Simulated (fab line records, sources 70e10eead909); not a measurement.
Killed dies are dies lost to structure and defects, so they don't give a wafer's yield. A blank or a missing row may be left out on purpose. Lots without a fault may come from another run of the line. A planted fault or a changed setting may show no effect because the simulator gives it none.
Chamber matching | flow nand_harc | NHARC_A_STAIRCASE_DESCUM_11 on rie_diel-02: 4 sister chambers
The step chemistry O2, time 3 s. 4 wafers are shown with their chamber, then 10 later ones without.

WAFERS WITH THEIR CHAMBER
wafer  | chamber | showerhead_plenum_p_Torr (Torr)
L088.5 | 2       | 1.90
L088.6 | 3       | 1.85
L091.4 | 0       | 1.92
L091.5 | 1       | 2.05

WAFERS WITHOUT THEIR CHAMBER
wafer  | showerhead_plenum_p_Torr (Torr)
L091.6 | 1.92
L091.1 | 2.05
L091.2 | 1.89
L091.3 | 1.85
L090.1 | 1.89
L090.2 | 2.05
L090.6 | 1.89
L093.2 | 2.04
L093.3 | 1.89
L093.4 | 1.85

WHICH CHAMBER EACH WENT THROUGH
wafer  | from the rows above | in truth
L091.6 | 0                   | 0
L091.1 | 1                   | 1
L091.2 | 2                   | 2
L091.3 | 3                   | 3
L090.1 | 2                   | 2
L090.2 | 1                   | 1
L090.6 | 2                   | 2
L093.2 | 1                   | 1
L093.3 | 2                   | 2
L093.4 | 3                   | 3
Placed correctly: 10 of 10. Can't be placed from these rows: 0. Placed wrongly: 0.
How it was worked out, from the rows above alone: a wafer's distance from a chamber is the root of the sum, over the readings, of the square of ((its reading less the chamber's mean) divided by the reading's scatter). The wafer belongs to the nearest chamber; if the next one is less than 2 further off, it can't be placed. A chamber's mean is the mean of its shown wafers. The scatter: with one shown wafer a chamber, the root of the mean of the squares of how far each hidden wafer lies from its nearest shown one.
